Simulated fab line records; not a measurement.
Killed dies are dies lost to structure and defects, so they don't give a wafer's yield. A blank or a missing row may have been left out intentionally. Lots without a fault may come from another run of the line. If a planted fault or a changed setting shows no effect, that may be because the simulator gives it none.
Which tool was responsible? | flow n5_finfet | 29 wafers from 10 lots sampled at 6 of the route's 1938 steps

== WHAT EACH GAUGE READ, for each wafer ==
N5_MOL_CONTACT_COAG_THK_MEAS_53.
lot  | measured     | on            | VIA_MOL_THK (nm)
L907 | day 5 05:17  | film_metro-01 | 43.6 44.9 44.6
L908 | day 5 15:31  | film_metro-02 | 42.7 44.6 43.3
L909 | day 5 17:47  | film_metro-01 | 43.6 43.1 43.3
L910 | day 6 00:08  | film_metro-01 | 42.7 43.7 44.2
L911 | day 6 09:10  | film_metro-02 | 44.2 44.6 44.5
L912 | day 6 09:57  | film_metro-02 | 42.7 43.5 44.1
L914 | day 7 02:37  | film_metro-02 | 44.3 44.6 44.2
L921 | day 9 00:35  | film_metro-02 | 16.7 43.2
L926 | day 10 05:39 | film_metro-02 | 44.1 45.2 44.8
L930 | day 11 06:25 | film_metro-01 | 43.2 43.8 42.3

N5_MOL_CONTACT_COAG_INSPECT_97: inspects for defects (darkfield).
lot  | measured     | on                | raw_defect_count
L907 | day 5 08:22  | defect_inspect-02 | 66 42 27
L908 | day 5 18:35  | defect_inspect-02 | 42 49 32
L909 | day 5 21:34  | defect_inspect-01 | 50 44 28
L910 | day 6 03:12  | defect_inspect-01 | 27 28 40
L911 | day 6 14:24  | defect_inspect-01 | 37 14 37
L912 | day 6 14:23  | defect_inspect-02 | 79 46 67
L914 | day 7 05:54  | defect_inspect-02 | 38 54 17
L921 | day 9 03:57  | defect_inspect-01 | 27 23
L926 | day 10 08:43 | defect_inspect-02 | 42 32 56
L930 | day 11 12:14 | defect_inspect-01 | 84 72 120

N5_BEOL_M4_RC_MEAS_101.
lot  | measured     | on        | DIBL_N (mV/V)  | DIBL_P (mV/V)  | IOFF_N (nA/um) | IOFF_P (nA/um) | ION_N (uA/um) | ION_P (uA/um) | SS_N (mV/dec)  | SS_P (mV/dec)  | VT_N (mV)   | VT_P (mV)
L907 | day 8 04:59  | prober-02 | 36.6 37.2 34.5 | 37.3 38.7 35.6 | 0.13 0.17 0.12 | 0.17 0.19 0.15 | 652 679 660   | 446 456 444   | 71.1 72.3 70.7 | 72.5 74.0 72.3 | 254 247 255 | -257 -251 -256
L908 | day 8 07:29  | prober-01 | 35.8 33.8 35.6 | 35.9 32.6 34.7 | 0.15 0.11 0.15 | 0.24 0.19 0.22 | 678 659 672   | 477 464 470   | 71.1 70.3 71.3 | 73.3 72.6 72.8 | 249 253 248 | -246 -251 -247
L909 | day 8 11:39  | prober-02 | 35.8 35.9 38.0 | 36.9 35.7 39.7 | 0.15 0.15 0.19 | 0.22 0.19 0.27 | 678 664 675   | 470 457 469   | 71.6 71.4 72.2 | 73.6 72.8 74.3 | 248 249 249 | -250 -252 -249
L910 | day 8 13:38  | prober-02 | 36.3 37.3 37.1 | 35.6 37.0 36.1 | 0.16 0.18 0.16 | 0.23 0.25 0.22 | 683 680 680   | 474 465 472   | 71.8 71.7 71.6 | 73.3 73.5 73.8 | 247 247 248 | -250 -246 -250
L911 | day 9 05:44  | prober-01 | 38.3 35.9 36.2 | 35.2 32.5 33.4 | 0.17 0.13 0.13 | 0.21 0.18 0.19 | 679 662 671   | 465 458 460   | 71.6 71.3 71.5 | 73.2 71.8 72.3 | 248 248 251 | -249 -251 -250
L912 | day 9 08:32  | prober-01 | 37.3 36.5 34.3 | 36.4 34.5 33.2 | 0.17 0.17 0.13 | 0.23 0.20 0.18 | 673 678 668   | 467 459 457   | 71.5 71.8 70.1 | 73.2 72.7 72.1 | 250 247 249 | -247 -249 -250
L914 | day 9 21:27  | prober-02 | 34.3 33.2 35.8 | 33.8 33.0 37.2 | 0.13 0.12 0.16 | 0.17 0.15 0.22 | 659 648 670   | 452 440 458   | 71.4 70.8 71.2 | 72.2 72.7 73.9 | 255 257 249 | -256 -258 -252
L921 | day 12 15:01 | prober-01 | 35.1 34.9      | 36.3 35.6      | 0.14 0.13      | 0.18 0.17      | 668 656       | 459 444       | 70.8 70.9      | 72.5 73.1      | 252 254     | -256 -255
L926 | day 14 05:20 | prober-02 | 35.7 35.1 36.1 | 34.4 34.1 35.5 | 0.15 0.15 0.16 | 0.18 0.17 0.19 | 675 665 679   | 458 449 455   | 71.3 71.9 71.9 | 73.4 73.3 73.0 | 250 252 249 | -255 -251 -251
L930 | day 15 03:51 | prober-02 | 38.7 36.5 34.7 | 39.5 37.2 35.7 | 0.20 0.16 0.13 | 0.25 0.22 0.20 | 694 679 661   | 469 470 465   | 72.4 72.2 71.4 | 73.6 73.4 72.2 | 244 250 252 | -246 -247 -252

== WHAT TOOL EACH LOT RAN ON (gives the tool, then ch and the chambers of the sampled wafers, and finally the start) ==
lot  | N5_MOL_CONTACT_COAG_PECVD_31    | N5_MOL_CONTACT_COAG_CMP_52    | N5_BEOL_M0_SAQP_PECVD_96
L907 | pecvd-02 ch 0,2, day 5 00:19    | cmp-01 ch 0,1, day 5 05:02    | pecvd-04 ch 0,1,2, day 5 09:13
L908 | pecvd-03 ch 0,2, day 5 06:23    | cmp-01 ch 2,3, day 5 15:13    | pecvd-02 ch 0,1,2, day 5 19:56
L909 | pecvd-04 ch 0,2, day 5 12:49    | cmp-03 ch 0,1,3, day 5 17:32  | pecvd-01 ch 0,1, day 5 22:25
L910 | pecvd-03 ch 0,1,2, day 5 19:07  | cmp-01 ch 0,1,3, day 5 23:55  | pecvd-04 ch 1,2, day 6 03:44
L911 | pecvd-02 ch 0,1, day 6 04:38    | cmp-03 ch 0,2,3, day 6 08:58  | pecvd-02 ch 1,2, day 6 16:44
L912 | pecvd-04 ch 1,2, day 6 05:18    | cmp-03 ch 0,1,3, day 6 09:44  | pecvd-04 ch 0,2, day 6 16:46
L914 | pecvd-03 ch 0,1, day 6 22:58    | cmp-01 ch 2,3, day 7 02:19    | pecvd-01 ch 0,2, day 7 07:33
L921 | pecvd-04 ch 2, day 8 20:00      | cmp-04 ch 0,2, day 9 00:24    | pecvd-01 ch 0,2, day 9 04:43
L926 | pecvd-02 ch 0,1,2, day 10 00:23 | cmp-04 ch 0,3, day 10 05:23   | pecvd-04 ch 1,2, day 10 12:31
L930 | pecvd-03 ch 1,2, day 11 03:05   | cmp-03 ch 0,1,2, day 11 06:13 | pecvd-01 ch 0,1,2, day 11 14:26
- N5_MOL_CONTACT_COAG_PECVD_31: deposits SiO2 from TEOS/O2, target thk 46 nm, time 8.9 s.
- N5_MOL_CONTACT_COAG_CMP_52: polishes, stops on SiO2, t overpolish 1.5 s, target thk 66.5 nm.
- N5_BEOL_M0_SAQP_PECVD_96: deposits a-Si from SiH4/He, target thk 45 nm, time 45.2 s.

== WHAT THE TOOLS THEMSELVES READ (means of the sampled wafers that have a number; where no wafer has one, the mark that the record gives instead) ==
N5_MOL_CONTACT_COAG_CMP_52.
lot  | tool   | head_pressure_psi (psi) | motor_current_A (A) | slurry_filter_dp_kPa (kPa)
L907 | cmp-01 | 4.012                   | 11.7                | 13.43
L908 | cmp-01 | 4.001                   | 12.4                | 13.54
L909 | cmp-03 | 4.006                   | 11.5                | 13.49
L910 | cmp-01 | 4.000                   | 12.1                | 13.49
L911 | cmp-03 | 4.006                   | 12.0                | 13.42
L912 | cmp-03 | 4.011                   | 11.4                | 13.53
L914 | cmp-01 | 3.987                   | 11.9                | 13.61
L921 | cmp-04 | 3.990                   | 11.6                | 13.47
L926 | cmp-04 | 3.997                   | 13.1                | 13.45
L930 | cmp-03 | 4.009                   | 12.1                | 13.50

N5_BEOL_M0_SAQP_PECVD_96.
lot  | tool     | heater_power_w (W) | showerhead_plenum_p_Torr (Torr) | throttle_valve_pct (%)
L907 | pecvd-04 | 625                | 5.65                            | 18.9
L908 | pecvd-02 | 657                | 5.67                            | 18.8
L909 | pecvd-01 | 640                | 5.71                            | 18.3
L910 | pecvd-04 | 645                | 5.64                            | 17.9
L911 | pecvd-02 | 664                | 5.72                            | 18.4
L912 | pecvd-04 | 607                | 5.64                            | 20.1
L914 | pecvd-01 | 655                | 5.71                            | 18.3
L921 | pecvd-01 | 610                | 5.73                            | 18.8
L926 | pecvd-04 | 645                | 5.64                            | 17.9
L930 | pecvd-01 | 654                | 5.69                            | 17.3

== THE ANSWER, worked out from the rows above alone ==
Rule: the usual values come from the lots themselves. The widest of any qualifying gaps counts: lots, ordered by their means at a reading, are off when they make up no more than a third of the lots, leave a main group of 4 or more, and stand apart from it by 3 or more times the standard deviation of that group's means. Not used: any main group whose means are identical at the precision the tables above print for the reading. A lot without any number at a reading at which 4 lots or more have one is off too. Where the step has rows for the other lots, those lots are counted as sound. First the gauges in route order, then the tools' own readings, where a lot's mean is used as printed above. At the first step where some lot is off, the reading lying furthest off is the one used; lots without a number count as furthest.
Off: L921, at N5_MOL_CONTACT_COAG_THK_MEAS_53 (VIA_MOL_THK). Mean 43.9 nm and standard deviation 0.56 in the main group.
If a tool, at a process step before that reading, ran all the lots that are off and no sound lot after the first of them, it fits. Those tools and the gauges at N5_MOL_CONTACT_COAG_THK_MEAS_53 are tried in the same way. One fits: pecvd-04 at N5_MOL_CONTACT_COAG_PECVD_31. Its last sound lot is L912 (day 6 05:18), its first lot that is off L921 (day 8 20:00): a fault that began between those two fits.

== WHAT THE SIMULATOR HAD INSERTED ==
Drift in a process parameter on pecvd-04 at N5_MOL_CONTACT_COAG_PECVD_31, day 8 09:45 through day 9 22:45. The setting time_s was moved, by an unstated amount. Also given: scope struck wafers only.
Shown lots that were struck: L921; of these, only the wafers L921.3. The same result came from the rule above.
